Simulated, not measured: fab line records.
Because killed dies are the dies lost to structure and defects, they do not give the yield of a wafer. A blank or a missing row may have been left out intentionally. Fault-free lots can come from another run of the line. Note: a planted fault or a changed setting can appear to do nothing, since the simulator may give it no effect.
Which tool was responsible? -- flow n5Finfet -- Sampling: 9 lots, 25 wafers, 3 of 1938 route steps

## WHAT THE GAUGES READ, wafer by wafer
N5_BEOL_M13_THK_MEAS_01. Usual: M13_ILD_THK 836 nm, standard deviation 10.
lot,measured,on,M13_ILD_THK (nm),flag
L849,day 12 00:12,filmMetro-02,824 830 845,
L855,day 13 15:29,filmMetro-01,875 894,OFF
L856,day 13 19:01,filmMetro-01,890 843 899,OFF
L857,day 14 07:34,filmMetro-02,833 842 832,
L860,day 15 02:13,filmMetro-01,822 828 834,
L867,day 16 17:11,filmMetro-02,833 841 840,
L865,day 17 06:15,filmMetro-02,829 831 845,
L866,day 17 06:45,filmMetro-01,827 841,
L868,day 17 18:58,filmMetro-02,825 844 839,

## WHAT TOOL EACH LOT RAN ON (gives the tool, then ch and the chambers of the sampled wafers, and finally the start)
lot,N5_BEOL_M12_STRIP_37,N5_BEOL_M13_ILD_DEP_00
L849,"plasmaAsher-01 ch 0,1, day 11 20:34","pecvd-03 ch 0,1, day 12 00:03"
L855,"plasmaAsher-01 ch 0, day 13 13:05","pecvd-03 ch 2, day 13 15:20"
L856,"plasmaAsher-01 ch 0,1, day 13 16:57","pecvd-03 ch 1,2, day 13 18:52"
L857,"plasmaAsher-01 ch 0,1, day 14 02:38","pecvd-01 ch 0,2, day 14 07:25"
L860,"plasmaAsher-01 ch 0,1, day 14 22:32","pecvd-01 ch 0,1, day 15 02:04"
L867,"plasmaAsher-02 ch 0,1, day 16 15:17","pecvd-01 ch 0,1,2, day 16 17:02"
L865,"plasmaAsher-02 ch 0,1, day 17 00:49","pecvd-03 ch 0,2, day 17 06:06"
L866,"plasmaAsher-02 ch 0,1, day 17 01:28","pecvd-01 ch 0, day 17 06:32"
L868,"plasmaAsher-01 ch 0,1, day 17 15:44","pecvd-03 ch 0,1, day 17 18:49"
- N5_BEOL_M12_STRIP_37: strips in N2/H2.
- N5_BEOL_M13_ILD_DEP_00: deposits SiOC from DEMS/O2, target thk 837.92 nm, time 166.4 s.

## AS READ BY THE TOOLS THEMSELVES (means over the sampled wafers that have a number; for cases with no such wafer, the mark the record gives instead)
N5_BEOL_M12_STRIP_37. Usual: drypumpMotorCurrentA 5.6 A, standard deviation 0.39; heaterPowerW 330 W, standard deviation 34; oesProductAu 0.789 a.u., standard deviation 0.01.
lot,tool,drypumpMotorCurrentA (A),heaterPowerW (W),oesProductAu (a.u.),flag
L849,plasmaAsher-01,5.8,312,0.785,
L855,plasmaAsher-01,5.7,291,0.785,
L856,plasmaAsher-01,5.8,315,0.786,
L857,plasmaAsher-01,5.8,309,0.786,
L860,plasmaAsher-01,5.8,309,0.782,
L867,plasmaAsher-02,5.6,362,0.800,
L865,plasmaAsher-02,5.3,335,0.786,
L866,plasmaAsher-02,5.4,348,0.793,
L868,plasmaAsher-01,5.8,306,0.776,

N5_BEOL_M13_ILD_DEP_00. Usual: heaterPowerW 466 W, standard deviation 71; runLengthS 210.9 s, standard deviation 0.52; showerheadPlenumPTorr 5.699 Torr, standard deviation 0.014; throttleValvePct 11.9 %, standard deviation 0.61.
lot,tool,heaterPowerW (W),runLengthS (s),showerheadPlenumPTorr (Torr),throttleValvePct (%),flag
L849,pecvd-03,475,210.9,5.693,12.7,
L855,pecvd-03,508,222.7,5.700,11.1,OFF
L856,pecvd-03,435,218.6,5.683,11.8,OFF
L857,pecvd-01,541,210.7,5.706,11.3,
L860,pecvd-01,481,211.2,5.701,11.3,
L867,pecvd-01,527,210.8,5.703,11.6,
L865,pecvd-03,501,211.3,5.693,12.3,
L866,pecvd-01,466,211.2,5.713,10.9,
L868,pecvd-03,391,210.6,5.683,12.7,

## THE ANSWER, worked out from the rows above alone
Rule: a lot is off if the mean of its wafers that have a number lies more than 3 standard deviations from the usual mean. A lot without any number at a reading at which 4 lots or more have one is off too. Any other lot the step has rows for is counted as sound. The gauges are gone through in route order, then the tools' own readings, and for those a lot's mean is taken as printed above. At the first step where some lot is off, the reading lying furthest off is the one used; lots without a number count as furthest.
Off: at N5_BEOL_M13_THK_MEAS_01 (M13_ILD_THK), L855, L856.
A tool fits if, at a process step before that reading, it ran every lot that is off, and no sound lot after the first of them. Not tried: the gauges at N5_BEOL_M13_THK_MEAS_01; whatever is off there is also off at N5_BEOL_M13_ILD_DEP_00, on other tools, and gauge error can't account for it. None of those tried fits.

## WHAT THE SIMULATOR HAD PUT IN
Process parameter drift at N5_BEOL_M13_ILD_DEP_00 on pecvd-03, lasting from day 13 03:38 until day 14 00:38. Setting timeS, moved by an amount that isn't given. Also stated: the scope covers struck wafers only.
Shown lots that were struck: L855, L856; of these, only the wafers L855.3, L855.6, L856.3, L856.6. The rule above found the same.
